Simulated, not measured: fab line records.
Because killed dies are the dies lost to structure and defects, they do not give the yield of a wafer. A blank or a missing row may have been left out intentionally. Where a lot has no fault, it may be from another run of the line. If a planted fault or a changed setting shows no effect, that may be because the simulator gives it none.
Which tool was responsible? | flow n5-finfet | Sampling: 8 lots, 23 wafers, 7 of 1938 route steps

## WHAT THE GAUGES READ, wafer by wafer
N5_FIN_SAQP_CD_MEAS_27: the cd target is 20 nm.
lot  | measured    | on        | cd-nm (nm)
L841 | day 2 00:58 | cd-sem-02 | 20.10 20.39 20.68
L854 | day 5 05:37 | cd-sem-03 | 20.00 20.48 20.36
L855 | day 5 12:28 | cd-sem-02 | 20.46 20.38 20.59
L857 | day 6 00:01 | cd-sem-02 | 20.71 20.40 20.28
L859 | day 6 12:30 | cd-sem-03 | 20.68 20.35 20.27
L861 | day 7 00:49 | cd-sem-02 | 20.50 20.53 20.50
L863 | day 7 13:06 | cd-sem-03 | 20.71 20.35 20.35
L864 | day 7 19:04 | cd-sem-01 | 20.37 20.21

N5_FIN_SAQP_CD_MEAS_31: the cd target is 8 nm.
lot  | measured    | on        | cd-nm (nm)
L841 | day 2 02:35 | cd-sem-02 | 8.50 7.89 8.62
L854 | day 5 07:34 | cd-sem-01 | - - -
L855 | day 5 14:06 | cd-sem-02 | - - -
L857 | day 6 02:02 | cd-sem-03 | 8.05 8.54 8.25
L859 | day 6 14:25 | cd-sem-02 | 7.97 7.72 8.43
L861 | day 7 02:29 | cd-sem-02 | 8.64 8.12 8.27
L863 | day 7 16:07 | cd-sem-02 | 7.49 8.22 8.37
L864 | day 7 20:43 | cd-sem-01 | 8.25 8.15

N5_BEOL_M4_RC_MEAS_101.
lot  | measured     | on        | DIBL_N (mV/V)  | DIBL_P (mV/V)  | IOFF_N (nA/um) | IOFF_P (nA/um) | ION_N (uA/um) | ION_P (uA/um) | SS_N (mV/dec)  | SS_P (mV/dec)  | VT_N (mV)   | VT_P (mV)
L841 | day 8 09:23  | prober-01 | 34.7 33.8 37.8 | 35.3 35.0 38.8 | 0.13 0.13 0.20 | 0.19 0.19 0.25 | 665 687 689   | 459 467 467   | 71.2 71.0 71.7 | 73.2 73.7 74.1 | 251 249 246 | -253 -251 -249
L857 | day 11 15:13 | prober-02 | 38.0 38.0 34.9 | 35.6 37.6 31.6 | 0.16 0.18 0.12 | 0.18 0.21 0.13 | 675 678 662   | 453 454 448   | 71.6 72.3 71.6 | 73.2 73.6 72.1 | 249 249 254 | -254 -251 -256
L859 | day 12 20:48 | prober-02 | 34.6 30.4 39.2 | 34.2 29.0 40.9 | 0.13 0.08 0.25 | 0.19 0.12 0.31 | 664 636 695   | 457 441 474   | 70.7 69.9 71.6 | 73.0 71.5 74.1 | 252 259 242 | -251 -257 -244
L861 | day 13 05:25 | prober-02 | 38.8 37.5 37.8 | 40.2 39.5 38.9 | 0.22 0.20 0.18 | 0.29 0.29 0.25 | 696 696 679   | 472 480 466   | 72.0 72.4 72.2 | 74.7 74.3 74.3 | 247 245 249 | -244 -244 -245
L863 | day 13 10:34 | prober-01 | 33.4 37.3 35.5 | 34.3 39.2 37.2 | 0.12 0.20 0.15 | 0.17 0.25 0.22 | 671 687 670   | 460 468 466   | 70.6 71.6 71.4 | 73.1 73.7 73.1 | 256 246 251 | -255 -250 -250
L864 | day 13 11:31 | prober-02 | 36.7 37.7      | 37.9 40.2      | 0.20 0.22      | 0.26 0.31      | 686 701       | 474 487       | 72.2 72.3      | 73.6 74.8      | 243 242     | -244 -241

## WHICH TOOL RAN EACH LOT (tool, then ch and the chambers of the sampled wafers, then the start)
lot  | N5_FIN_SAQP_ETCH_69               | N5_FIN_SAQP_STRIP_70              | N5_FIN_SAQP_SPACER2_ETCHBACK_29   | N5_FIN_SAQP_MANDREL2_REMOVE_60
L841 | rie-diel-04 ch 0,2,3, day 2 01:44 | rie-diel-04 ch 0,2,3, day 2 01:50 | rie-diel-05 ch 1,2, day 2 02:23   | rie-si-03 ch 0,2,3, day 2 02:28
L854 | rie-diel-04 ch 1,2, day 5 06:20   | rie-diel-04 ch 1,2, day 5 06:26   | rie-diel-06 ch 0,1,2, day 5 07:22 | rie-si-05 ch 0,2, day 5 07:28
L855 | rie-diel-06 ch 0,2,3, day 5 13:17 | rie-diel-06 ch 0,2,3, day 5 13:23 | rie-diel-05 ch 2,3, day 5 13:55   | rie-si-05 ch 0,1,2, day 5 13:59
L857 | rie-diel-04 ch 1,2,3, day 6 01:07 | rie-diel-04 ch 1,2,3, day 6 01:13 | rie-diel-05 ch 0,1,3, day 6 01:50 | rie-si-03 ch 0,1, day 6 01:55
L859 | rie-diel-05 ch 0,2, day 6 13:35   | rie-diel-05 ch 0,2, day 6 13:41   | rie-diel-06 ch 0,2,3, day 6 14:13 | rie-si-05 ch 0,1, day 6 14:18
L861 | rie-diel-04 ch 0,1,2, day 7 01:37 | rie-diel-04 ch 0,1,2, day 7 01:43 | rie-diel-06 ch 2,3, day 7 02:17   | rie-si-05 ch 1,2,3, day 7 02:23
L863 | rie-diel-05 ch 1,2,3, day 7 14:14 | rie-diel-05 ch 1,2,3, day 7 14:20 | rie-diel-05 ch 1,2,3, day 7 15:55 | rie-si-05 ch 0,1,3, day 7 16:00
L864 | rie-diel-04 ch 0,3, day 7 19:52   | rie-diel-04 ch 0,3, day 7 19:58   | rie-diel-06 ch 2,3, day 7 20:32   | rie-si-03 ch 0,1, day 7 20:38
- N5_FIN_SAQP_ETCH_69: etches SOC in N2/H2, stops on SiNx, target depth 150 nm.
- N5_FIN_SAQP_STRIP_70: strips in N2/H2.
- N5_FIN_SAQP_SPACER2_ETCHBACK_29: etches SiO2 in CHF3/O2, target depth 12.2 nm, time 6.1 s.
- N5_FIN_SAQP_MANDREL2_REMOVE_60: chemistry HBr/Cl2/O2, target a-Si, stops on SiNx, bt time 10 s.

## WHAT THE TOOLS THEMSELVES READ (means of the sampled wafers that have a number; where no wafer has one, the mark that the record gives instead)
N5_FIN_SAQP_ETCH_69.
lot  | tool        | bias-w (W) | drypump-motor-current-A (A) | h2-flow-sccm (sccm) | oes-product-au (a.u.) | rf-vpp-V (V) | showerhead-plenum-p-Torr (Torr) | throttle-valve-pct (%)
L841 | rie-diel-04 | 60.80      | 6.2                         | 200.3               | 0.77                  | 240.9        | 2.55                            | 17.91
L854 | rie-diel-04 | 60.82      | 5.8                         | 199.3               | 0.70                  | 241.4        | 2.57                            | 18.20
L855 | rie-diel-06 | 61.01      | 5.8                         | 199.6               | 0.78                  | 241.4        | 2.60                            | 17.87
L857 | rie-diel-04 | 61.19      | 5.9                         | 199.9               | 0.71                  | 240.1        | 2.52                            | 18.14
L859 | rie-diel-05 | 60.96      | 5.1                         | 200.0               | 0.81                  | 240.3        | 2.53                            | 17.59
L861 | rie-diel-04 | 61.02      | 6.1                         | 200.3               | 0.70                  | 241.0        | 2.58                            | 18.06
L863 | rie-diel-05 | 61.10      | 5.7                         | 200.0               | 0.84                  | 240.0        | 2.53                            | 17.79
L864 | rie-diel-04 | 61.00      | 6.5                         | 200.6               | 0.76                  | 240.2        | 2.54                            | 18.00

N5_FIN_SAQP_STRIP_70.
lot  | tool        | bias-power-w (W) | drypump-motor-current-A (A) | h2-flow-sccm (sccm) | oes-product-au (a.u.) | power-w (W) | rf-vpp-V (V) | showerhead-plenum-p-Torr (Torr) | temp-c (C) | throttle-valve-pct (%)
L841 | rie-diel-04 | 27.90            | 6.2                         | 300.4               | 0.77                  | 499.5       | 122.0        | 3.36                            | 39.95      | 19.2
L854 | rie-diel-04 | 28.00            | 5.8                         | 300.4               | 0.71                  | 500.8       | 122.5        | 3.40                            | 39.99      | 19.2
L855 | rie-diel-06 | 27.96            | 5.7                         | 299.8               | 0.79                  | 500.0       | 122.6        | 3.43                            | 40.10      | 19.0
L857 | rie-diel-04 | 27.94            | 5.9                         | 299.5               | 0.72                  | 500.3       | 121.8        | 3.33                            | 39.91      | 19.3
L859 | rie-diel-05 | 28.10            | 5.1                         | 299.7               | 0.82                  | 501.1       | 122.1        | 3.34                            | 40.00      | 18.6
L861 | rie-diel-04 | 27.99            | 6.1                         | 300.6               | 0.70                  | 499.9       | 122.5        | 3.41                            | 39.96      | 19.1
L863 | rie-diel-05 | 27.99            | 5.6                         | 299.6               | 0.84                  | 499.4       | 121.0        | 3.35                            | 39.94      | 18.9
L864 | rie-diel-04 | 28.00            | 6.5                         | 299.5               | 0.75                  | 500.8       | 122.4        | 3.36                            | 39.99      | 19.4

N5_FIN_SAQP_SPACER2_ETCHBACK_29.
lot  | tool        | CHF3_flow_sccm (sccm) | O2_flow_sccm (sccm) | bias-w (W) | drypump-motor-current-A (A) | oes-product-au (a.u.) | rf-vpp-V (V) | showerhead-plenum-p-Torr (Torr) | throttle-valve-pct (%)
L841 | rie-diel-05 | 50.11                 | 4.987               | 169.8      | 5.3                         | 0.70                  | 524          | 2.34                            | 19.0
L854 | rie-diel-06 | -                     | -                   | -          | -                           | -                     | -            | -                               | -
L855 | rie-diel-05 | -                     | -                   | -          | -                           | -                     | -            | -                               | -
L857 | rie-diel-05 | 50.02                 | 5.010               | 169.9      | 5.5                         | 0.70                  | 532          | 2.34                            | 19.2
L859 | rie-diel-06 | 50.09                 | 5.014               | 170.3      | 5.7                         | 0.77                  | 533          | 2.45                            | 18.9
L861 | rie-diel-06 | 50.01                 | 4.995               | 169.5      | 5.6                         | 0.81                  | 545          | 2.47                            | 18.8
L863 | rie-diel-05 | 49.93                 | 5.017               | 169.4      | 5.6                         | 0.85                  | 529          | 2.38                            | 18.8
L864 | rie-diel-06 | 50.02                 | 5.001               | 169.6      | 5.5                         | 0.80                  | 544          | 2.50                            | 18.8

N5_FIN_SAQP_MANDREL2_REMOVE_60.
lot  | tool      | bias-w (W) | drypump-motor-current-A (A) | oes-product-au (a.u.) | throttle-valve-pct (%)
L841 | rie-si-03 | 22.01      | 5.4                         | 0.988                 | 36.7
L854 | rie-si-05 | 22.05      | 5.8                         | 0.378                 | 36.7
L855 | rie-si-05 | 21.95      | 5.7                         | 0.374                 | 36.8
L857 | rie-si-03 | 21.98      | 5.5                         | 0.993                 | 37.1
L859 | rie-si-05 | 21.99      | 5.8                         | 1.002                 | 37.1
L861 | rie-si-05 | 21.98      | 5.5                         | 0.975                 | 36.6
L863 | rie-si-05 | 22.00      | 5.6                         | 0.995                 | 37.0
L864 | rie-si-03 | 22.04      | 5.7                         | 0.992                 | 37.0

## THE ANSWER, worked out from the rows above alone
Rule: the usual values come from the lots themselves. Put in order of their means at a reading, lots are off if they are a third of the lots or fewer, leave a main group of 4 or more, and stand apart from it by a gap of 3 or more times the standard deviation of the main group's means; of several such gaps the widest counts. A main group is skipped when, at the precision printed for the reading in the tables above, its means are all equal. A lot without any number at a reading at which 4 lots or more have one is off too. All remaining lots with rows at the step are treated as sound. Order of review: gauges by route order, followed by the tools' own readings, for which a lot's mean as printed above is used. The first step at which some lot is off is used, and at that step the reading that is off furthest; a lot without a number counts as furthest.
Off at N5_FIN_SAQP_CD_MEAS_31 (cd-nm): L854, L855. Without a number there: L854, L855. Main group: mean 8.20 nm, sd 0.13.
If a tool, at a process step before that reading, ran all the lots that are off and no sound lot after the first of them, it fits. The gauges at N5_FIN_SAQP_CD_MEAS_31 aren't tried: what is off there is off at N5_FIN_SAQP_SPACER2_ETCHBACK_29 too, on other tools, and a gauge's error can't cause that. None of those tried fits.

## WHAT THE SIMULATOR HAD PUT IN
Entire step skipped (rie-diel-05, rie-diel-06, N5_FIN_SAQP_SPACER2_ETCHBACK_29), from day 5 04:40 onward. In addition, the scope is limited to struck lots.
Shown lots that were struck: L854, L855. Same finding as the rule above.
